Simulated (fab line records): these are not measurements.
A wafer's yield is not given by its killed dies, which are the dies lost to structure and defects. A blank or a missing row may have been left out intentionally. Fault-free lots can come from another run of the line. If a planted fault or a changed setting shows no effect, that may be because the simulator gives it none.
What tool caused it?    flow n5 finfet    22 lots with 66 wafers sampled at 5 steps, on a route of 1938 steps

WHAT EACH GAUGE READ, for each wafer
N5_SD_EPI_N_CD_MEAS_09: target cd 120 nm.
lot   measured     on         cd nm (nm)
L074  day 3 00:19  cd sem-03  120.0 119.4 120.3
L075  day 3 07:37  cd sem-01  120.1 120.5 119.9
L076  day 3 13:10  cd sem-01  119.9 118.4 120.0
L077  day 4 00:43  cd sem-01  119.4 120.0 120.4
L078  day 4 00:04  cd sem-02  119.6 119.9 120.4
L079  day 4 09:08  cd sem-01  120.3 120.5 121.1
L080  day 4 12:57  cd sem-01  119.9 118.8 120.7
L081  day 4 18:40  cd sem-03  120.2 120.3 119.2
L082  day 5 04:24  cd sem-03  120.7 120.2 118.9
L083  day 5 08:01  cd sem-03  120.2 120.3 120.7
L084  day 5 12:24  cd sem-01  120.1 120.1 120.0
L085  day 5 20:55  cd sem-01  119.2 120.5 120.3
L086  day 6 04:45  cd sem-01  119.6 119.9 120.4
L087  day 6 08:08  cd sem-03  119.1 120.2 120.4
L088  day 6 15:46  cd sem-03  119.6 119.2 119.2
L090  day 7 03:35  cd sem-02  120.3 119.8 119.1
L091  day 7 06:13  cd sem-03  120.2 119.9 119.9
L092  day 7 12:32  cd sem-01  119.3 120.4 119.6
L093  day 7 20:17  cd sem-02  119.8 119.8 119.0
L095  day 8 05:30  cd sem-01  120.3 120.5 119.9
L096  day 8 10:48  cd sem-02  119.9 119.4 119.6
L097  day 8 23:22  cd sem-02  120.1 118.6 119.0

TOOL THAT RAN EACH LOT (tool first, then ch and the chambers of the sampled wafers, then the start)
lot   N5_FIN_SAQP_ETCH_34                N5_FIN_CUT_CUT_ETCH_26             N5_DUMMY_GATE_DESCUM_20            N5_DUMMY_GATE_ETCH_36
L074  rie diel-06 ch 0,1,2, day 2 02:22  rie diel-03 ch 1,2, day 2 03:43    rie diel-01 ch 2,3, day 2 21:53    rie diel-01 ch 2,3, day 2 21:59
L075  rie diel-05 ch 0,2, day 2 08:00    rie diel-03 ch 0,2, day 2 09:27    rie diel-01 ch 0,1,3, day 3 05:27  rie diel-01 ch 0,1,3, day 3 05:33
L076  rie diel-06 ch 0,3, day 2 14:20    rie diel-04 ch 0,2,3, day 2 16:16  rie diel-01 ch 0,1,3, day 3 11:01  rie diel-01 ch 0,1,3, day 3 11:07
L077  rie diel-06 ch 0,2, day 2 21:13    rie diel-03 ch 0,2,3, day 3 03:20  rie diel-01 ch 0,1,2, day 3 22:04  rie diel-01 ch 0,1,2, day 3 22:10
L078  rie diel-05 ch 0,1,2, day 3 01:52  rie diel-01 ch 0,2,3, day 3 03:34  rie diel-03 ch 1,2,3, day 3 22:01  rie diel-03 ch 1,2,3, day 3 22:07
L079  rie diel-05 ch 0,1, day 3 08:37    rie diel-04 ch 1,2,3, day 3 10:04  rie diel-01 ch 0,3, day 4 05:49    rie diel-01 ch 0,3, day 4 05:55
L080  rie diel-02 ch 0,1,3, day 3 15:03  rie diel-03 ch 0,1,3, day 3 16:31  rie diel-04 ch 0,3, day 4 10:41    rie diel-04 ch 0,3, day 4 10:47
L081  rie diel-06 ch 1,2,3, day 3 19:44  rie diel-01 ch 1,2,3, day 3 21:12  rie diel-01 ch 0,1,2, day 4 15:50  rie diel-01 ch 0,1,2, day 4 15:57
L082  rie diel-06 ch 0,1,3, day 4 02:23  rie diel-01 ch 1,2,3, day 4 03:50  rie diel-04 ch 1,2, day 5 01:26    rie diel-04 ch 1,2, day 5 01:32
L083  rie diel-02 ch 1,2,3, day 4 10:04  rie diel-01 ch 0,1,2, day 4 11:25  rie diel-01 ch 1,2,3, day 5 05:58  rie diel-01 ch 1,2,3, day 5 06:05
L084  rie diel-06 ch 0,1,3, day 4 13:55  rie diel-03 ch 0,1,2, day 4 15:22  rie diel-04 ch 0,1,2, day 5 10:08  rie diel-04 ch 0,1,2, day 5 10:14
L085  rie diel-05 ch 0,1,3, day 4 22:47  rie diel-04 ch 0,1,3, day 5 00:10  rie diel-04 ch 0,1,2, day 5 18:53  rie diel-04 ch 0,1,2, day 5 19:00
L086  rie diel-06 ch 0,3, day 5 04:07    rie diel-01 ch 2,3, day 5 05:27    rie diel-01 ch 0,2,3, day 6 02:08  rie diel-01 ch 0,2,3, day 6 02:14
L087  rie diel-06 ch 0,1,2, day 5 09:03  rie diel-04 ch 2,3, day 5 11:25    rie diel-04 ch 0,1,3, day 6 05:59  rie diel-04 ch 0,1,3, day 6 06:05
L088  rie diel-02 ch 0,1,3, day 5 15:18  rie diel-03 ch 1,2,3, day 5 16:46  rie diel-03 ch 0,1, day 6 13:20    rie diel-03 ch 0,1, day 6 13:26
L090  rie diel-06 ch 0,3, day 6 03:51    rie diel-04 ch 0,1, day 6 05:22    rie diel-01 ch 0,2, day 7 01:33    rie diel-01 ch 0,2, day 7 01:39
L091  rie diel-05 ch 1,2,3, day 6 08:19  rie diel-03 ch 0,1, day 6 09:47    rie diel-03 ch 0,1,3, day 7 04:03  rie diel-03 ch 0,1,3, day 7 04:09
L092  rie diel-05 ch 0,1,2, day 6 14:30  rie diel-04 ch 0,1, day 6 15:50    rie diel-03 ch 0,1, day 7 10:05    rie diel-03 ch 0,1, day 7 10:12
L093  rie diel-05 ch 0,2, day 6 20:50    rie diel-03 ch 1,2,3, day 6 22:10  rie diel-03 ch 1,2,3, day 7 18:06  rie diel-03 ch 1,2,3, day 7 18:12
L095  rie diel-05 ch 0,1, day 7 07:50    rie diel-03 ch 0,1,2, day 7 09:15  rie diel-04 ch 1,2,3, day 8 03:21  rie diel-04 ch 1,2,3, day 8 03:27
L096  rie diel-06 ch 0,2,3, day 7 13:16  rie diel-04 ch 0,1, day 7 14:35    rie diel-04 ch 1,3, day 8 08:35    rie diel-04 ch 1,3, day 8 08:41
L097  rie diel-05 ch 0,3, day 7 19:38    rie diel-04 ch 0,1,3, day 7 21:08  rie diel-01 ch 1,2, day 8 15:25    rie diel-01 ch 1,2, day 8 15:34
- N5_FIN_SAQP_ETCH_34: etches SiO2 in C4F6/O2, target depth 45 nm, time 15 s.
- N5_FIN_CUT_CUT_ETCH_26: etches SiNx in CH3F/O2, target depth 39 nm, time 55.7 s.
- N5_DUMMY_GATE_DESCUM_20: chemistry O2, time 6.2 s.
- N5_DUMMY_GATE_ETCH_36: etches SiARC in CF4, target depth 13 nm.

WHAT THE TOOLS THEMSELVES READ (means of the sampled wafers that have a number; where no wafer has one, the mark that the record gives instead)
N5_FIN_SAQP_ETCH_34.
lot   tool         drypump motor current A (A)  etch rf on time s (s)  oes product au (a.u.)  rf vpp V (V)  showerhead plenum p Torr (Torr)  throttle valve pct (%)
L074  rie diel-06  6.0                          14.98                  0.60                   675           2.89                             21.16
L075  rie diel-05  6.0                          15.11                  0.63                   670           2.85                             21.14
L076  rie diel-06  5.8                          15.25                  0.61                   665           2.88                             21.16
L077  rie diel-06  6.0                          15.40                  0.59                   679           2.88                             21.18
L078  rie diel-05  5.7                          15.04                  0.63                   665           2.84                             21.13
L079  rie diel-05  5.9                          14.92                  0.65                   664           2.84                             21.18
L080  rie diel-02  5.5                          15.39                  0.60                   657           2.81                             21.20
L081  rie diel-06  5.9                          15.19                  0.69                   667           2.86                             20.97
L082  rie diel-06  5.8                          14.94                  0.76                   661           2.88                             20.91
L083  rie diel-02  5.7                          15.05                  0.66                   655           2.80                             21.09
L084  rie diel-06  5.8                          15.03                  0.75                   661           2.88                             20.92
L085  rie diel-05  5.7                          14.79                  0.70                   658           2.86                             21.06
L086  rie diel-06  5.8                          15.03                  0.70                   656           2.86                             21.01
L087  rie diel-06  5.9                          14.79                  0.73                   674           2.88                             20.95
L088  rie diel-02  5.5                          15.23                  0.60                   658           2.81                             21.24
L090  rie diel-06  5.8                          14.91                  0.74                   665           2.87                             20.99
L091  rie diel-05  5.4                          14.80                  0.68                   659           2.85                             21.02
L092  rie diel-05  5.7                          15.18                  0.62                   665           2.83                             21.16
L093  rie diel-05  5.7                          15.17                  0.60                   669           2.83                             21.14
L095  rie diel-05  5.7                          14.93                  0.63                   662           2.83                             21.19
L096  rie diel-06  6.0                          15.17                  0.67                   670           2.84                             21.05
L097  rie diel-05  5.9                          15.00                  0.67                   663           2.85                             21.12

N5_FIN_CUT_CUT_ETCH_26.
lot   tool         drypump motor current A (A)  oes product au (a.u.)  rf vpp V (V)  showerhead plenum p Torr (Torr)  throttle valve pct (%)
L074  rie diel-03  5.6                          0.77                   304           2.09                             16.56
L075  rie diel-03  4.8                          0.77                   298           2.07                             16.67
L076  rie diel-04  5.7                          0.74                   301           2.03                             16.45
L077  rie diel-03  5.4                          0.82                   297           2.03                             16.51
L078  rie diel-01  6.0                          0.76                   298           2.06                             16.30
L079  rie diel-04  5.8                          0.77                   300           1.98                             16.56
L080  rie diel-03  5.8                          0.81                   299           2.02                             16.45
L081  rie diel-01  6.0                          0.77                   296           2.04                             16.38
L082  rie diel-01  6.0                          0.76                   295           2.04                             16.39
L083  rie diel-01  6.0                          0.73                   298           2.00                             16.45
L084  rie diel-03  5.3                          0.75                   299           2.07                             16.63
L085  rie diel-04  6.0                          0.76                   302           2.01                             16.47
L086  rie diel-01  6.0                          0.77                   296           2.09                             16.26
L087  rie diel-04  5.7                          0.74                   302           1.99                             16.56
L088  rie diel-03  5.7                          0.80                   299           2.04                             16.48
L090  rie diel-04  6.0                          0.74                   302           2.04                             16.43
L091  rie diel-03  5.7                          0.74                   302           2.06                             16.59
L092  rie diel-04  6.0                          0.77                   300           1.98                             16.52
L093  rie diel-03  5.7                          0.79                   301           2.04                             16.50
L095  rie diel-03  5.3                          0.74                   300           2.06                             16.68
L096  rie diel-04  6.0                          0.76                   300           1.97                             16.53
L097  rie diel-04  6.0                          0.75                   302           2.00                             16.50

N5_DUMMY_GATE_DESCUM_20.
lot   tool         drypump motor current A (A)  oes product au (a.u.)  rf vpp V (V)  showerhead plenum p Torr (Torr)  throttle valve pct (%)
L074  rie diel-01  6.0                          0.78                   245.1         2.19                             20.28
L075  rie diel-01  6.2                          0.74                   243.2         2.08                             20.34
L076  rie diel-01  6.2                          0.73                   243.0         2.08                             20.34
L077  rie diel-01  6.0                          0.74                   242.8         2.08                             20.41
L078  rie diel-03  5.7                          0.81                   243.6         2.15                             20.61
L079  rie diel-01  6.2                          0.71                   243.6         2.11                             20.27
L080  rie diel-04  5.9                          0.75                   243.6         2.11                             20.38
L081  rie diel-01  6.0                          0.74                   243.0         2.08                             20.42
L082  rie diel-04  5.9                          0.78                   243.0         2.03                             20.65
L083  rie diel-01  6.0                          0.76                   244.0         2.11                             20.40
L084  rie diel-04  5.8                          0.74                   243.5         2.08                             20.50
L085  rie diel-04  5.7                          0.74                   242.8         2.08                             20.51
L086  rie diel-01  6.0                          0.74                   243.5         2.14                             20.34
L087  rie diel-04  6.0                          0.76                   243.4         2.08                             20.46
L088  rie diel-03  5.7                          0.74                   243.4         2.16                             20.72
L090  rie diel-01  5.9                          0.74                   244.2         2.13                             20.43
L091  rie diel-03  5.8                          0.78                   243.6         2.11                             20.62
L092  rie diel-03  5.4                          0.73                   243.9         2.13                             20.78
L093  rie diel-03  5.7                          0.79                   243.7         2.14                             20.65
L095  rie diel-04  5.7                          0.75                   242.4         2.05                             20.60
L096  rie diel-04  6.0                          0.76                   242.4         2.05                             20.56
L097  rie diel-01  6.0                          0.73                   242.8         2.04                             20.54

N5_DUMMY_GATE_ETCH_36.
lot   tool         drypump motor current A (A)  oes product au (a.u.)  rf vpp V (V)  showerhead plenum p Torr (Torr)  throttle valve pct (%)
L074  rie diel-01  6.0                          0.80                   184.7         2.24                             15.47
L075  rie diel-01  6.2                          0.74                   184.6         2.14                             15.57
L076  rie diel-01  6.2                          0.74                   184.8         2.14                             15.57
L077  rie diel-01  6.0                          0.73                   183.8         2.13                             15.69
L078  rie diel-03  5.7                          0.81                   184.9         2.18                             15.68
L079  rie diel-01  6.1                          0.71                   185.1         2.15                             15.51
L080  rie diel-04  5.9                          0.74                   184.0         2.16                             15.62
L081  rie diel-01  6.0                          0.73                   183.7         2.13                             15.70
L082  rie diel-04  5.8                          0.79                   183.6         2.09                             15.84
L083  rie diel-01  6.1                          0.76                   184.8         2.17                             15.65
L084  rie diel-04  5.7                          0.74                   183.4         2.13                             15.72
L085  rie diel-04  5.7                          0.74                   184.0         2.13                             15.72
L086  rie diel-01  6.0                          0.74                   184.2         2.19                             15.57
L087  rie diel-04  6.0                          0.75                   183.8         2.14                             15.69
L088  rie diel-03  5.7                          0.74                   183.7         2.19                             15.79
L090  rie diel-01  5.9                          0.74                   185.2         2.18                             15.70
L091  rie diel-03  5.8                          0.79                   184.6         2.14                             15.68
L092  rie diel-03  5.4                          0.74                   183.7         2.16                             15.83
L093  rie diel-03  5.7                          0.79                   183.8         2.17                             15.73
L095  rie diel-04  5.8                          0.74                   183.2         2.10                             15.83
L096  rie diel-04  6.0                          0.76                   183.9         2.11                             15.78
L097  rie diel-01  6.1                          0.73                   183.7         2.11                             15.83

THE ANSWER, worked out from the rows above alone
Rule: what is usual is taken from the lots themselves. The widest of any qualifying gaps counts: lots, ordered by their means at a reading, are off when they make up no more than a third of the lots, leave a main group of 4 or more, and stand apart from it by 3 or more times the standard deviation of that group's means. Not used: any main group whose means are identical at the precision the tables above print for the reading. Also off: a lot with no number at a reading for which 4 or more lots have one. Any other lot the step has rows for is counted as sound. First the gauges in route order, then the tools' own readings, where a lot's mean is used as printed above. The first step at which some lot is off is used, and at that step the reading that is off furthest; a lot without a number counts as furthest.
No lot is off at any reading shown: from this, nothing can be told.

WHAT THE SIMULATOR HAD INSERTED
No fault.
